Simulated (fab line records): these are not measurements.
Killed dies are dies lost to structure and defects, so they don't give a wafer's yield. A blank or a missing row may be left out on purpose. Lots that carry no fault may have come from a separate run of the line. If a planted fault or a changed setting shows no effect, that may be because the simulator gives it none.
The tool behind it: which one? | flow n5Finfet | route of 1938 steps, sampled at 1 step: 12 lots, 36 wafers

== WHAT THE GAUGES SHOWED, per wafer ==
N5_BEOL_M11_OCD_MEAS_38.
lot  | measured     | on     | trenchDepthNm (nm)
L075 | day 10 16:27 | ocd-02 | 149.8 148.5 148.8
L078 | day 11 02:59 | ocd-02 | 146.5 146.2 145.4
L079 | day 12 01:35 | ocd-02 | 150.7 144.0 150.7
L081 | day 12 18:32 | ocd-02 | 148.0 147.0 149.5
L087 | day 14 01:49 | ocd-02 | 148.9 146.2 146.5
L082 | day 14 05:50 | ocd-01 | 144.6 149.3 144.5
L085 | day 14 13:02 | ocd-02 | 150.6 150.7 150.3
L089 | day 15 07:54 | ocd-02 | 146.6 145.7 148.1
L090 | day 15 18:52 | ocd-01 | 150.4 147.5 150.5
L094 | day 15 21:20 | ocd-02 | 146.1 147.1 144.6
L095 | day 16 04:34 | ocd-01 | 150.9 148.9 147.6
L097 | day 17 04:06 | ocd-01 | 150.8 150.6 151.0

== EACH LOT AND THE TOOL THAT RAN IT (in order: tool; ch and the chambers of the sampled wafers; start) ==
Record: no process step prior to these readings.

== THE ANSWER, worked out from the rows above alone ==
Rule: the lots themselves supply what counts as usual. Put in order of their means at a reading, lots are off if they are a third of the lots or fewer, leave a main group of 4 or more, and stand apart from it by a gap of 3 or more times the standard deviation of the main group's means; of several such gaps the widest counts. The tables above print the reading to a certain number of digits; a main group whose means all agree to those digits is not used. Also off: a lot with no number at a reading for which 4 or more lots have one. Any other lot the step has rows for is counted as sound.
Across all readings shown, no lot is off: no conclusion can be drawn from this.

== WHAT HAD BEEN PUT IN BY THE SIMULATOR ==
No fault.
